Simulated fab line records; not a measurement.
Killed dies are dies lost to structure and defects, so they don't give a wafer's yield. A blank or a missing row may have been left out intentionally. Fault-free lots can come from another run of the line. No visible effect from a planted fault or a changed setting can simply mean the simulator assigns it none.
Chamber matching :: flow nand harc :: NHARC_A_STAIRCASE_TRIM_229 on rie diel-10 has 4 sister chambers
The step chemistry O2, time 211.2 s. 4 wafers are shown with their chamber, then 7 later ones without.

## EACH WAFER AND ITS CHAMBER
wafer: L076.3
chamber: 1
drypump motor current A (A): 6.4

wafer: L080.1
chamber: 2
drypump motor current A (A): 6.1

wafer: L086.1
chamber: 3
drypump motor current A (A): 4.7

wafer: L086.2
chamber: 0
drypump motor current A (A): 5.4

## WAFERS WITHOUT THEIR CHAMBER
wafer: L086.5
drypump motor current A (A): 6.4

wafer: L093.4
drypump motor current A (A): 5.4

wafer: L093.5
drypump motor current A (A): 5.5

wafer: L093.6
drypump motor current A (A): 6.4

wafer: L096.1
drypump motor current A (A): 5.4

wafer: L096.4
drypump motor current A (A): 6.1

wafer: L096.6
drypump motor current A (A): 4.7

## WHICH CHAMBER EACH WENT THROUGH
wafer: L086.5
from the rows above: 1
in truth: 1

wafer: L093.4
from the rows above: 0
in truth: 0

wafer: L093.5
from the rows above: 0
in truth: 0

wafer: L093.6
from the rows above: 1
in truth: 1

wafer: L096.1
from the rows above: 0
in truth: 0

wafer: L096.4
from the rows above: 2
in truth: 2

wafer: L096.6
from the rows above: 3
in truth: 3
Placed correctly: 7 of 7. Can't be placed from these rows: 0. 0 placed wrongly.
How it was worked out, from the rows above alone: a wafer's distance from a chamber is the root of the sum, over the readings, of the square of ((its reading less the chamber's mean) divided by the reading's scatter). If the next closest chamber is less than 2 further off than the closest, the wafer can't be placed; otherwise it belongs to the closest. A chamber's mean is the mean of its shown wafers. The scatter: root of mean squared gap, hidden wafer to nearest shown wafer, with one shown wafer a chamber.
